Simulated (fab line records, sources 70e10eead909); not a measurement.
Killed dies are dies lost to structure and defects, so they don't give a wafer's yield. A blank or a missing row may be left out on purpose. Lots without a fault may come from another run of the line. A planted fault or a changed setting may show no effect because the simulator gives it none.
Chamber matching | flow nand_harc | NHARC_A_STAIRCASE_DEP_471 on pecvd-01: 3 sister chambers
The step deposits SiO2, target thk 100 nm. 6 wafers are shown with their chamber, then 8 later ones without.

WAFERS WITH THEIR CHAMBER
wafer  | chamber | heater_power_w (W) | throttle_valve_pct (%)
L078.5 | 0       | 492                | 15.5
L082.5 | 0       | 470                | 15.7
L083.1 | 1       | 623                | 16.2
L083.3 | 2       | 617                | 15.5
L083.5 | 2       | 620                | 15.5
L085.2 | 1       | 647                | 16.1

WAFERS WITHOUT THEIR CHAMBER
wafer  | heater_power_w (W) | throttle_valve_pct (%)
L085.3 | 610                | 15.3
L085.5 | 648                | 16.0
L092.1 | 612                | 16.3
L092.3 | 543                | 15.6
L092.5 | 633                | 15.8
L095.1 | 545                | 15.8
L095.4 | 541                | 16.1
L095.6 | 630                | 15.7

WHICH CHAMBER EACH WENT THROUGH
wafer  | from the rows above          | in truth
L085.3 | 2                            | 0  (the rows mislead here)
L085.5 | 1                            | 1
L092.1 | 1                            | 1
L092.3 | can't be placed: 0 or 2      | 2
L092.5 | can't be placed: 2 or 1      | 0
L095.1 | can't be placed: 0 or 2      | 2
L095.4 | can't be placed: 1 or 0 or 2 | 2
L095.6 | 2                            | 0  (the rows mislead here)
Placed correctly: 2 of 8. Can't be placed from these rows: 4 (the true chamber is among the candidates in 3). Placed wrongly: 2.
How it was worked out, from the rows above alone: a wafer's distance from a chamber is the root of the sum, over the readings, of the square of ((its reading less the chamber's mean) divided by the reading's scatter). The wafer belongs to the nearest chamber; if the next one is less than 2 further off, it can't be placed. A chamber's mean is the mean of its shown wafers. The scatter: the root of (the sum of the squares of (reading less its chamber's mean) over the shown wafers, divided by (wafers less chambers)).
